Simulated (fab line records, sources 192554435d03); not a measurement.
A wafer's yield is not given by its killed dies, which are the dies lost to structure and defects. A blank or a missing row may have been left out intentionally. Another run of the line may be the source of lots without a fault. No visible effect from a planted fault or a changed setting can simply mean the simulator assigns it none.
One fault seen from 2 desks ; flow n5Finfet ; every desk sees just its own numbers, and what lay behind them comes last

## AT THE METROLOGY DESK
Lot by lot, what the gauges showed, no matter which tool ran the lot: averages of those sampled wafers that carry a number. Marked OUT: a lot whose mean sits more than 4 standard deviations from the usual mean, which makes it out of limits; the brackets give that distance.
Columns: A = V14_OVL at N5_BEOL_M15_OVL_MEAS_11, usual 1 nm
lot;first seen here;A
L185;day 12 18:41;-7
L189;day 13 04:23;-6
L187;day 13 09:07;-1
L191;day 13 09:59;-10
L188;day 13 11:32;2
L194;day 15 06:23;1
L202;day 16 09:49;3
L201;day 16 14:44;-5
L203;day 17 09:16;-1
L205;day 17 18:15;7
L204;day 18 17:44;6
Result from this desk: across the 11 lots, nothing is out of limits.

## DESK OF THE TOOL OWNER: cmp-04
The tool's own readings at N5_BEOL_M15_CMP_49 (polishes, stops on SiO2, t overpolish 4.9 s, target thk 850 nm): means of the sampled wafers that have a number, for each lot that ran on this tool. Marked OUT: a lot whose mean sits more than 4 standard deviations from the usual mean, which makes it out of limits; the brackets give that distance.
Columns: A = barrierFieldEndpointS at N5_BEOL_M15_CMP_49, usual 11.34 s; B = motorCurrentA at N5_BEOL_M15_CMP_49, usual 8.1 A; C = overpolishRunS at N5_BEOL_M15_CMP_49, usual 4.900 s
lot;first seen here;A;B;C
L189;day 13 10:47;11.53;7.9;4.904
L187;day 13 15:53;11.23;8.0;4.899
L188;day 13 18:59;11.00;8.3;4.889
L202;day 16 13:49;8.12 (-13) OUT;8.3;4.901
L201;day 16 21:22;9.84 (-6.0) OUT;8.5;4.902
This desk's verdict: out of limits on L201, L202, starting with L202 at day 16 13:49 (barrierFieldEndpointS at N5_BEOL_M15_CMP_49). L189, L187, L188: within limits.

## TAKEN TOGETHER
On L201, L202, at day 16 13:49, an alarm was possible from the tool owner's desk.
Nothing out of limits was seen by the metrology desk.
The metrology desk has L201, L202 on record, within its limits.
On cmp-04, each named lot ran N5_BEOL_M15_CMP_49.

## WHAT THE SIMULATOR HAD PUT IN
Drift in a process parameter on cmp-04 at N5_BEOL_M15_CMP_49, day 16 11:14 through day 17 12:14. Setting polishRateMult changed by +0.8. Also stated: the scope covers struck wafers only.
Lots struck among those shown: L201, L202.
How many hours passed from the start of the fault until each desk's first out-of-limits reading: the tool owner's desk, 3.
